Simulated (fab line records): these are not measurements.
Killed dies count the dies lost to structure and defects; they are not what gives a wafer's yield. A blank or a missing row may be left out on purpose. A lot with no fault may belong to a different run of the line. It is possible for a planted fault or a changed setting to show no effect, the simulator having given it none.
Which tool is to blame? || flow nandHarc || 12 lots, 36 wafers sampled, at 3 steps of a route of 1302

== WHAT EACH GAUGE READ, for each wafer ==
NHARC_A_CONTACT_CD_MEAS_08: target cd 200 nm.
{"lot": "L075", "measured": "day 22 08:05", "on": "cdSem-03", "cdNm (nm)": "201.0 200.8 201.1"}
{"lot": "L078", "measured": "day 23 17:38", "on": "cdSem-03", "cdNm (nm)": "201.8 199.6 200.2"}
{"lot": "L079", "measured": "day 24 09:58", "on": "cdSem-02", "cdNm (nm)": "200.5 200.3 200.2"}
{"lot": "L082", "measured": "day 25 11:18", "on": "cdSem-01", "cdNm (nm)": "200.2 199.8 200.4"}
{"lot": "L083", "measured": "day 26 03:25", "on": "cdSem-02", "cdNm (nm)": "200.9 201.1 200.4"}
{"lot": "L084", "measured": "day 28 00:19", "on": "cdSem-03", "cdNm (nm)": "200.6 200.3 201.0"}
{"lot": "L086", "measured": "day 28 03:04", "on": "cdSem-03", "cdNm (nm)": "201.1 200.9 200.0"}
{"lot": "L090", "measured": "day 28 23:04", "on": "cdSem-03", "cdNm (nm)": "200.5 200.6 201.0"}
{"lot": "L089", "measured": "day 29 14:54", "on": "cdSem-03", "cdNm (nm)": "200.2 200.6 201.0"}
{"lot": "L093", "measured": "day 30 16:37", "on": "cdSem-03", "cdNm (nm)": "200.7 200.4 200.8"}
{"lot": "L095", "measured": "day 31 03:59", "on": "cdSem-01", "cdNm (nm)": "201.4 199.5 200.8"}
{"lot": "L097", "measured": "day 32 05:29", "on": "cdSem-02", "cdNm (nm)": "199.8 199.9 200.5"}

== WHAT TOOL EACH LOT RAN ON (gives the tool, then ch and the chambers of the sampled wafers, and finally the start) ==
{"lot": "L075", "NHARC_A_CONTACT_ETCH_77": "rieDiel-03 ch 0,1,2, day 22 02:46 or earlier", "NHARC_A_CONTACT_ETCH_128": "harCapEtch-03 ch 0,1, day 22 02:46"}
{"lot": "L078", "NHARC_A_CONTACT_ETCH_77": "rieDiel-11 ch 0,1,3, day 23 11:49 or earlier", "NHARC_A_CONTACT_ETCH_128": "harCapEtch-03 ch 0,1, day 23 11:49"}
{"lot": "L079", "NHARC_A_CONTACT_ETCH_77": "rieDiel-11 ch 1,2,3, day 24 03:08 or earlier", "NHARC_A_CONTACT_ETCH_128": "harCapEtch-03 ch 0,1, day 24 03:08"}
{"lot": "L082", "NHARC_A_CONTACT_ETCH_77": "rieDiel-07 ch 0,1,2, day 25 05:09 or earlier", "NHARC_A_CONTACT_ETCH_128": "harCapEtch-03 ch 0,1, day 25 05:09"}
{"lot": "L083", "NHARC_A_CONTACT_ETCH_77": "rieDiel-07 ch 0,1, day 25 18:34 or earlier", "NHARC_A_CONTACT_ETCH_128": "harCapEtch-03 ch 0,1, day 25 18:34"}
{"lot": "L084", "NHARC_A_CONTACT_ETCH_77": "rieDiel-11 ch 1,2,3, day 27 15:04 or earlier", "NHARC_A_CONTACT_ETCH_128": "harCapEtch-02 ch 0,1, day 27 15:04"}
{"lot": "L086", "NHARC_A_CONTACT_ETCH_77": "rieDiel-11 ch 1,2, day 27 17:35 or earlier", "NHARC_A_CONTACT_ETCH_128": "harCapEtch-01 ch 0,1, day 27 17:35"}
{"lot": "L090", "NHARC_A_CONTACT_ETCH_77": "rieDiel-11 ch 2,3, day 28 12:40 or earlier", "NHARC_A_CONTACT_ETCH_128": "harCapEtch-03 ch 0, day 28 12:40"}
{"lot": "L089", "NHARC_A_CONTACT_ETCH_77": "rieDiel-11 ch 0,1, day 29 06:38 or earlier", "NHARC_A_CONTACT_ETCH_128": "harCapEtch-03 ch 0,1, day 29 06:38"}
{"lot": "L093", "NHARC_A_CONTACT_ETCH_77": "rieDiel-11 ch 1,2,3, day 30 11:17 or earlier", "NHARC_A_CONTACT_ETCH_128": "harCapEtch-01 ch 0,1, day 30 11:17"}
{"lot": "L095", "NHARC_A_CONTACT_ETCH_77": "rieDiel-11 ch 0,2, day 30 22:41 or earlier", "NHARC_A_CONTACT_ETCH_128": "harCapEtch-03 ch 1, day 30 22:41"}
{"lot": "L097", "NHARC_A_CONTACT_ETCH_77": "rieDiel-07 ch 0,3, day 31 18:38 or earlier", "NHARC_A_CONTACT_ETCH_128": "harCapEtch-02 ch 0,1, day 31 18:38"}
- NHARC_A_CONTACT_ETCH_77: etches the open film in CF4/CHF3, target depth 108.9 nm, time 54.5 s.
- NHARC_A_CONTACT_ETCH_128: etches the open film in C4F8/O2/Ar, time 197 s, target depth 1918 nm.

== THE ANSWER, worked out from the rows above alone ==
Rule: the usual values come from the lots themselves. Put in order of their means at a reading, lots are off if they are a third of the lots or fewer, leave a main group of 4 or more, and stand apart from it by a gap of 3 or more times the standard deviation of the main group's means; of several such gaps the widest counts. A main group whose means are all the same, to the digits that the tables above print for the reading, isn't used. A lot without any number at a reading at which 4 lots or more have one is off too. All remaining lots with rows at the step are treated as sound.
None of the lots is off at any reading shown; this tells nothing.

== WHAT THE SIMULATOR PUT IN ==
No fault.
